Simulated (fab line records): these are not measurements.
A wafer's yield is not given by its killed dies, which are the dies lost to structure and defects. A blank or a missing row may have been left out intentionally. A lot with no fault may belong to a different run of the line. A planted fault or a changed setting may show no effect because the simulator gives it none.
The tool behind it: which one? || flow nand-harc || 12 lots, 36 wafers sampled, at 5 steps of a route of 1302

WHAT THE GAUGES SHOWED, per wafer
NHARC_P_ZERO_WELL_CD_MEAS_37 targets a cd of 720 nm.
{"lot": "L918", "measured": "day 1 08:13", "on": "cd-sem-02", "cd-nm (nm)": "719.4 720.0 718.5"}
{"lot": "L919", "measured": "day 1 11:01", "on": "cd-sem-01", "cd-nm (nm)": "718.3 717.1 718.8"}
{"lot": "L920", "measured": "day 1 20:10", "on": "cd-sem-03", "cd-nm (nm)": "719.5 718.1 718.0"}
{"lot": "L921", "measured": "day 2 11:25", "on": "cd-sem-02", "cd-nm (nm)": "722.3 720.4 717.3"}
{"lot": "L922", "measured": "day 2 16:08", "on": "cd-sem-03", "cd-nm (nm)": "719.5 719.2 717.7"}
{"lot": "L925", "measured": "day 3 22:14", "on": "cd-sem-02", "cd-nm (nm)": "720.0 716.3 720.6"}
{"lot": "L926", "measured": "day 4 08:24", "on": "cd-sem-01", "cd-nm (nm)": "722.4 723.3 721.5"}
{"lot": "L928", "measured": "day 5 03:59", "on": "cd-sem-01", "cd-nm (nm)": "722.6 721.7 721.3"}
{"lot": "L929", "measured": "day 5 14:13", "on": "cd-sem-03", "cd-nm (nm)": "718.1 718.8 721.0"}
{"lot": "L934", "measured": "day 7 16:22", "on": "cd-sem-03", "cd-nm (nm)": "729.0 727.1 727.6"}
{"lot": "L936", "measured": "day 8 12:16", "on": "cd-sem-02", "cd-nm (nm)": "730.1 729.9 727.7"}
{"lot": "L940", "measured": "day 10 03:52", "on": "cd-sem-01", "cd-nm (nm)": "720.4 720.4 719.4"}

NHARC_P_ZERO_WELL_CD_MEAS_52 targets a cd of 2000 nm.
{"lot": "L918", "measured": "day 1 09:53", "on": "cd-sem-01", "cd-nm (nm)": "2000.5 2000.4 2000.1"}
{"lot": "L919", "measured": "day 1 13:15", "on": "cd-sem-01", "cd-nm (nm)": "1997.4 1997.2 1999.5"}
{"lot": "L920", "measured": "day 1 21:48", "on": "cd-sem-01", "cd-nm (nm)": "1999.3 2000.6 2003.9"}
{"lot": "L921", "measured": "day 2 12:56", "on": "cd-sem-01", "cd-nm (nm)": "2003.6 1999.7 2002.1"}
{"lot": "L922", "measured": "day 2 17:47", "on": "cd-sem-03", "cd-nm (nm)": "2001.2 2002.4 2002.1"}
{"lot": "L925", "measured": "day 3 23:53", "on": "cd-sem-03", "cd-nm (nm)": "1999.5 1999.4 1998.8"}
{"lot": "L926", "measured": "day 4 09:58", "on": "cd-sem-02", "cd-nm (nm)": "1999.9 2001.1 1999.7"}
{"lot": "L928", "measured": "day 5 05:38", "on": "cd-sem-01", "cd-nm (nm)": "2000.9 2003.6 2003.1"}
{"lot": "L929", "measured": "day 5 15:43", "on": "cd-sem-01", "cd-nm (nm)": "2000.7 2000.0 2001.1"}
{"lot": "L934", "measured": "day 7 17:59", "on": "cd-sem-01", "cd-nm (nm)": "1999.6 2001.6 2001.4"}
{"lot": "L936", "measured": "day 8 13:55", "on": "cd-sem-03", "cd-nm (nm)": "2001.7 1998.7 1998.7"}
{"lot": "L940", "measured": "day 10 05:39", "on": "cd-sem-02", "cd-nm (nm)": "2000.7 1999.7 1999.9"}

NHARC_P_STI_CD_MEAS_16.
{"lot": "L918", "measured": "day 2 03:14", "on": "cd-sem-03", "cd-nm (nm)": "201.6 197.6 198.8"}
{"lot": "L919", "measured": "day 2 08:50", "on": "cd-sem-01", "cd-nm (nm)": "200.8 198.6 197.3"}
{"lot": "L920", "measured": "day 2 15:10", "on": "cd-sem-03", "cd-nm (nm)": "202.5 203.2 203.2"}
{"lot": "L921", "measured": "day 3 06:37", "on": "cd-sem-02", "cd-nm (nm)": "198.1 199.9 198.4"}
{"lot": "L922", "measured": "day 3 13:08", "on": "cd-sem-02", "cd-nm (nm)": "200.7 201.6 196.3"}
{"lot": "L925", "measured": "day 4 19:08", "on": "cd-sem-01", "cd-nm (nm)": "197.0 200.9 200.0"}
{"lot": "L926", "measured": "day 5 03:40", "on": "cd-sem-02", "cd-nm (nm)": "199.3 196.3 201.5"}
{"lot": "L928", "measured": "day 6 01:46", "on": "cd-sem-01", "cd-nm (nm)": "196.9 199.6 200.2"}
{"lot": "L929", "measured": "day 6 09:26", "on": "cd-sem-01", "cd-nm (nm)": "195.3 199.0 195.5"}
{"lot": "L934", "measured": "day 8 13:55", "on": "cd-sem-02", "cd-nm (nm)": "200.8 198.3 196.5"}
{"lot": "L936", "measured": "day 9 09:12", "on": "cd-sem-03", "cd-nm (nm)": "201.0 201.7 200.8"}
{"lot": "L940", "measured": "day 11 02:16", "on": "cd-sem-03", "cd-nm (nm)": "200.6 200.4 199.2"}

WHAT TOOL EACH LOT RAN ON (gives the tool, then ch and the chambers of the sampled wafers, and finally the start)
{"lot": "L918", "NHARC_P_ZERO_WELL_PEB_35": "litho-track-02 ch 0, day 1 08:07", "NHARC_P_STI_DESCUM_14": "rie-diel-09 ch 0,1,3, day 2 02:47"}
{"lot": "L919", "NHARC_P_ZERO_WELL_PEB_35": "litho-track-05 ch 0, day 1 10:55", "NHARC_P_STI_DESCUM_14": "rie-diel-09 ch 1,2, day 2 08:23"}
{"lot": "L920", "NHARC_P_ZERO_WELL_PEB_35": "litho-track-07 ch 0, day 1 20:05", "NHARC_P_STI_DESCUM_14": "rie-diel-09 ch 0,1,3, day 2 14:45"}
{"lot": "L921", "NHARC_P_ZERO_WELL_PEB_35": "litho-track-05 ch 0, day 2 11:20", "NHARC_P_STI_DESCUM_14": "rie-diel-04 ch 1,3, day 3 06:11"}
{"lot": "L922", "NHARC_P_ZERO_WELL_PEB_35": "litho-track-07 ch 0, day 2 16:02", "NHARC_P_STI_DESCUM_14": "rie-diel-09 ch 0,1,3, day 3 12:43"}
{"lot": "L925", "NHARC_P_ZERO_WELL_PEB_35": "litho-track-05 ch 0, day 3 22:09", "NHARC_P_STI_DESCUM_14": "rie-diel-04 ch 0,2,3, day 4 18:42"}
{"lot": "L926", "NHARC_P_ZERO_WELL_PEB_35": "litho-track-07 ch 0, day 4 08:19", "NHARC_P_STI_DESCUM_14": "rie-diel-04 ch 0,1,3, day 5 03:14"}
{"lot": "L928", "NHARC_P_ZERO_WELL_PEB_35": "litho-track-07 ch 0, day 5 03:54", "NHARC_P_STI_DESCUM_14": "rie-diel-04 ch 0,1,2, day 6 01:20"}
{"lot": "L929", "NHARC_P_ZERO_WELL_PEB_35": "litho-track-02 ch 0, day 5 14:07", "NHARC_P_STI_DESCUM_14": "rie-diel-09 ch 0,1,3, day 6 08:58"}
{"lot": "L934", "NHARC_P_ZERO_WELL_PEB_35": "litho-track-02 ch 0, day 7 16:16", "NHARC_P_STI_DESCUM_14": "rie-diel-04 ch 2,3, day 8 13:27"}
{"lot": "L936", "NHARC_P_ZERO_WELL_PEB_35": "litho-track-02 ch 0, day 8 12:11", "NHARC_P_STI_DESCUM_14": "rie-diel-04 ch 1,2,3, day 9 08:46"}
{"lot": "L940", "NHARC_P_ZERO_WELL_PEB_35": "litho-track-07 ch 0, day 10 03:46", "NHARC_P_STI_DESCUM_14": "rie-diel-09 ch 1,2,3, day 11 01:47"}
- NHARC_P_ZERO_WELL_PEB_35: peb time 85 s.
- NHARC_P_STI_DESCUM_14: chemistry O2, time 3 s.

WHAT THE TOOLS THEMSELVES READ (means of the sampled wafers that have a number; where no wafer has one, the mark that the record gives instead)
NHARC_P_ZERO_WELL_PEB_35.
{"lot": "L918", "tool": "litho-track-02", "heater-power-total-W (W)": 163.86, "plate-temp-C (C)": 118.01}
{"lot": "L919", "tool": "litho-track-05", "heater-power-total-W (W)": 164.27, "plate-temp-C (C)": 117.83}
{"lot": "L920", "tool": "litho-track-07", "heater-power-total-W (W)": 163.99, "plate-temp-C (C)": 118.00}
{"lot": "L921", "tool": "litho-track-05", "heater-power-total-W (W)": 164.03, "plate-temp-C (C)": 117.87}
{"lot": "L922", "tool": "litho-track-07", "heater-power-total-W (W)": 163.73, "plate-temp-C (C)": 118.11}
{"lot": "L925", "tool": "litho-track-05", "heater-power-total-W (W)": 164.11, "plate-temp-C (C)": 118.11}
{"lot": "L926", "tool": "litho-track-07", "heater-power-total-W (W)": 163.93, "plate-temp-C (C)": 117.87}
{"lot": "L928", "tool": "litho-track-07", "heater-power-total-W (W)": 163.91, "plate-temp-C (C)": 117.94}
{"lot": "L929", "tool": "litho-track-02", "heater-power-total-W (W)": 164.17, "plate-temp-C (C)": 117.95}
{"lot": "L934", "tool": "litho-track-02", "heater-power-total-W (W)": 189.11, "plate-temp-C (C)": 131.36}
{"lot": "L936", "tool": "litho-track-02", "heater-power-total-W (W)": 188.55, "plate-temp-C (C)": 131.20}
{"lot": "L940", "tool": "litho-track-07", "heater-power-total-W (W)": 163.95, "plate-temp-C (C)": 118.05}

NHARC_P_STI_DESCUM_14.
{"lot": "L918", "tool": "rie-diel-09", "drypump-motor-current-A (A)": 6.4, "oes-product-au (a.u.)": 0.994, "rf-vpp-V (V)": 58.0, "showerhead-plenum-p-Torr (Torr)": 1.96, "throttle-valve-pct (%)": 11.320}
{"lot": "L919", "tool": "rie-diel-09", "drypump-motor-current-A (A)": 5.9, "oes-product-au (a.u.)": 0.980, "rf-vpp-V (V)": 58.1, "showerhead-plenum-p-Torr (Torr)": 2.03, "throttle-valve-pct (%)": 11.305}
{"lot": "L920", "tool": "rie-diel-09", "drypump-motor-current-A (A)": 6.3, "oes-product-au (a.u.)": 0.993, "rf-vpp-V (V)": 57.2, "showerhead-plenum-p-Torr (Torr)": 1.96, "throttle-valve-pct (%)": 11.318}
{"lot": "L921", "tool": "rie-diel-04", "drypump-motor-current-A (A)": 5.6, "oes-product-au (a.u.)": 0.991, "rf-vpp-V (V)": 57.6, "showerhead-plenum-p-Torr (Torr)": 1.85, "throttle-valve-pct (%)": 11.318}
{"lot": "L922", "tool": "rie-diel-09", "drypump-motor-current-A (A)": 6.3, "oes-product-au (a.u.)": 0.987, "rf-vpp-V (V)": 58.0, "showerhead-plenum-p-Torr (Torr)": 1.96, "throttle-valve-pct (%)": 11.315}
{"lot": "L925", "tool": "rie-diel-04", "drypump-motor-current-A (A)": 5.2, "oes-product-au (a.u.)": 1.008, "rf-vpp-V (V)": 57.5, "showerhead-plenum-p-Torr (Torr)": 1.86, "throttle-valve-pct (%)": 11.310}
{"lot": "L926", "tool": "rie-diel-04", "drypump-motor-current-A (A)": 5.3, "oes-product-au (a.u.)": 1.005, "rf-vpp-V (V)": 57.7, "showerhead-plenum-p-Torr (Torr)": 1.87, "throttle-valve-pct (%)": 11.315}
{"lot": "L928", "tool": "rie-diel-04", "drypump-motor-current-A (A)": 5.6, "oes-product-au (a.u.)": 1.005, "rf-vpp-V (V)": 57.5, "showerhead-plenum-p-Torr (Torr)": 1.87, "throttle-valve-pct (%)": 11.309}
{"lot": "L929", "tool": "rie-diel-09", "drypump-motor-current-A (A)": 6.4, "oes-product-au (a.u.)": 0.990, "rf-vpp-V (V)": 58.5, "showerhead-plenum-p-Torr (Torr)": 1.95, "throttle-valve-pct (%)": 11.322}
{"lot": "L934", "tool": "rie-diel-04", "drypump-motor-current-A (A)": 5.4, "oes-product-au (a.u.)": 1.010, "rf-vpp-V (V)": 57.6, "showerhead-plenum-p-Torr (Torr)": 1.83, "throttle-valve-pct (%)": 11.308}
{"lot": "L936", "tool": "rie-diel-04", "drypump-motor-current-A (A)": 5.5, "oes-product-au (a.u.)": 1.006, "rf-vpp-V (V)": 57.5, "showerhead-plenum-p-Torr (Torr)": 1.84, "throttle-valve-pct (%)": 11.306}
{"lot": "L940", "tool": "rie-diel-09", "drypump-motor-current-A (A)": 6.3, "oes-product-au (a.u.)": 0.995, "rf-vpp-V (V)": 57.6, "showerhead-plenum-p-Torr (Torr)": 1.98, "throttle-valve-pct (%)": 11.311}

THE ANSWER, worked out from the rows above alone
Rule: the lots themselves supply what counts as usual. The widest of any qualifying gaps counts: lots, ordered by their means at a reading, are off when they make up no more than a third of the lots, leave a main group of 4 or more, and stand apart from it by 3 or more times the standard deviation of that group's means. If all means in a main group match to the digits the tables above print for the reading, that group is not used. Also off: a lot with no number at a reading for which 4 or more lots have one. Any other lot the step has rows for is counted as sound. After the gauges, taken in route order, come the tools' own readings; for these a lot's mean is taken, as printed above. The first step at which some lot is off is used, and at that step the reading that is off furthest; a lot without a number counts as furthest.
Off: L934, L936 (NHARC_P_ZERO_WELL_CD_MEAS_37, cd-nm). The main group has a mean of 719.7 nm with a standard deviation of 1.3.
If a tool, at a process step before that reading, ran all the lots that are off and no sound lot after the first of them, it fits. Not tried: the gauges at NHARC_P_ZERO_WELL_CD_MEAS_37; whatever is off there is also off at NHARC_P_ZERO_WELL_PEB_35, on other tools, and gauge error can't account for it. One fits: NHARC_P_ZERO_WELL_PEB_35 on litho-track-02. Its last sound lot is L929 (day 5 14:07), its first lot that is off L934 (day 7 16:16): a fault that began between those two fits.
The tool's own readings at NHARC_P_ZERO_WELL_PEB_35 bear it out: on the lots that are off they differ by more than 5 times the standard deviation of the sound lots' means. heater-power-total-W reads 188.83 W there against 164.00 W on the sound lots; plate-temp-C reads 131.28 C there against 117.97 C on the sound lots.

WHAT HAD BEEN PUT IN BY THE SIMULATOR
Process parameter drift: litho-track-02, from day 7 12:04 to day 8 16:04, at NHARC_P_ZERO_WELL_PEB_35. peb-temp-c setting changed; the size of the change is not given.
Lots struck among those shown: L934, L936. The rule above reached the same finding.
